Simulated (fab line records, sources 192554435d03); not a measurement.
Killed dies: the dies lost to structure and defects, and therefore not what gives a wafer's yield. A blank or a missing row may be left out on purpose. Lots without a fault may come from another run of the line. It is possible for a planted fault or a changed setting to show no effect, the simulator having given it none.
8D (eight disciplines) problem report, filled in by code + flow n5Finfet + the parts of the form that need people (team, actions taken, sign-off) are left out

1. THE PROBLEM
Mean of cdNm at N5_GATE_CUT_CD_MEAS_13: 10.37 nm across 5 wafers in 3 lots; on wafers with no fault it is 20.05 nm (standard deviation 0.27). Measured from the usual mean, that is -36 standard deviations.
The step: target cd 20 nm.
Earliest sighting: wafer L357.1 on cdSem-01 at day 8 09:55. The record holds 45 wafers of 15 lots with a number at this step. The rule behind "out" and "out of limits": a value lying over 4 standard deviations away from the usual mean. Any other wafer with a number is counted as sound.

2. WHAT THIS IS AND IS NOT
| question                    | is                                     | is not                                                                                       |
|-----------------------------|----------------------------------------|----------------------------------------------------------------------------------------------|
| which readings at this step | cdNm                                   | -                                                                                            |
| which lots                  | L357, L358, L359                       | L342, L343, L344, L345, L346, L347, L348, L349, L350, L362, L363, L364                       |
| which wafers of those lots  | L357.1, L358.3, L358.5, L359.1, L359.3 | L357.2, L357.4, L358.2, L359.6                                                               |
| read on which gauges        | cdSem-01, cdSem-02, cdSem-03           | -                                                                                            |
| when                        | from day 8 09:55                       | up to then (29 sound wafers); but 11 sound wafers of L358, L359, L362, L363, L364 came after |

3. SUSPECTS, AND WHAT RULES EACH OUT
Counting: if a tool at a process step up to the reading ran every lot that is out, it stays a suspect. Sound lots after the first of them don't rule it out here, since some wafers of a struck lot are sound.
- the gauge at N5_GATE_CUT_CD_MEAS_13 has been ruled out. 3 gauges (cdSem-01, cdSem-02, cdSem-03) read the wafers that are out.
- euvScanner-02 at N5_GATE_CUT_EXPOSE_10 (exposes mask GATE CUT, target cd 20 nm): kept. Ran every lot that is out, first one L357 (day 8 09:47); last sound lot up to then L345 (day 5 06:31).
Remaining after the count: euvScanner-02 at N5_GATE_CUT_EXPOSE_10.

4. THE CAUSE (what the simulator had put in)
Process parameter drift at N5_GATE_CUT_EXPOSE_10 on euvScanner-02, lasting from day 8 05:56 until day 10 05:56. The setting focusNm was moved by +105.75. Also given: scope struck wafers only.
After counting, this tool was the only one left.

5. THE EFFECT CHAIN, in route order
Each row: a reading where the mean over the struck wafers with a number is more than 3 standard deviations away from the usual. Only readings whose record carries a usual standard deviation are examined. hours: median over the lots of the time between each lot's start at the first step of this table that gives one and its start at this step. sigmas: the change, counted in usual standard deviations.
| hours | step                   | reading | usual    | on struck wafers | change | sigmas |
|-------|------------------------|---------|----------|------------------|--------|--------|
| 0     | N5_GATE_CUT_CD_MEAS_13 | cdNm    | 20.05 nm | 10.37            | -9.68  | -36    |

6. HOW IT WOULD HAVE BEEN CAUGHT EARLIER
The first out-of-limits reading at a measuring or inspecting step in this record came at day 8 09:55, 4 hours after the fault's start at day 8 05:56.
Of the lots that are out (3), L358, L359 began N5_GATE_CUT_EXPOSE_10 on euvScanner-02 after day 8 09:55. A hold on the tool at that time would have spared those 2.
